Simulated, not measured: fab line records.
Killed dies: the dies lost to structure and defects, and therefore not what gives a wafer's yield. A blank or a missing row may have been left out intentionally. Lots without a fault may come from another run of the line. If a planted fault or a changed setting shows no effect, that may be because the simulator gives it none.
Chamber matching | flow n5-finfet | N5_BEOL_M7_DESCUM_33 on rie-diel-02 has 4 sister chambers
The step chemistry O2, time 7 s. 4 wafers are shown with their chamber, then 9 later ones without.

== WAFERS PAIRED WITH THEIR CHAMBERS ==
wafer  | chamber | throttle-valve-pct (%)
L078.2 | 3       | 20.79
L085.4 | 0       | 20.45
L088.5 | 2       | 19.89
L088.6 | 1       | 20.57

== WAFERS WITH NO CHAMBER GIVEN ==
wafer  | throttle-valve-pct (%)
L091.1 | 20.54
L091.2 | 19.87
L091.6 | 20.55
L095.4 | 20.48
L095.5 | 19.90
L095.6 | 20.47
L096.4 | 20.16
L096.5 | 20.49
L096.6 | 19.90

== CHAMBER TAKEN BY EACH ==
wafer  | from the rows above          | in truth
L091.1 | can't be placed: 1 or 0      | 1
L091.2 | 2                            | 2
L091.6 | can't be placed: 1 or 0      | 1
L095.4 | can't be placed: 0 or 1      | 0
L095.5 | 2                            | 2
L095.6 | can't be placed: 0 or 1      | 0
L096.4 | can't be placed: 2 or 0 or 1 | 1
L096.5 | can't be placed: 0 or 1      | 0
L096.6 | 2                            | 2
Placed correctly: 3 of 9. From these rows, 6 cannot be placed; in 6 the true chamber is one of the candidates. 0 placed wrongly.
How it was worked out, from the rows above alone: a wafer's distance from a chamber is the root of the sum, over the readings, of the square of ((its reading less the chamber's mean) divided by the reading's scatter). If the next closest chamber is less than 2 further off than the closest, the wafer can't be placed; otherwise it belongs to the closest. A chamber's mean is the mean of its shown wafers. The scatter (one wafer shown for each chamber): square how far every hidden wafer sits from the nearest shown wafer, average those squares and take the square root.
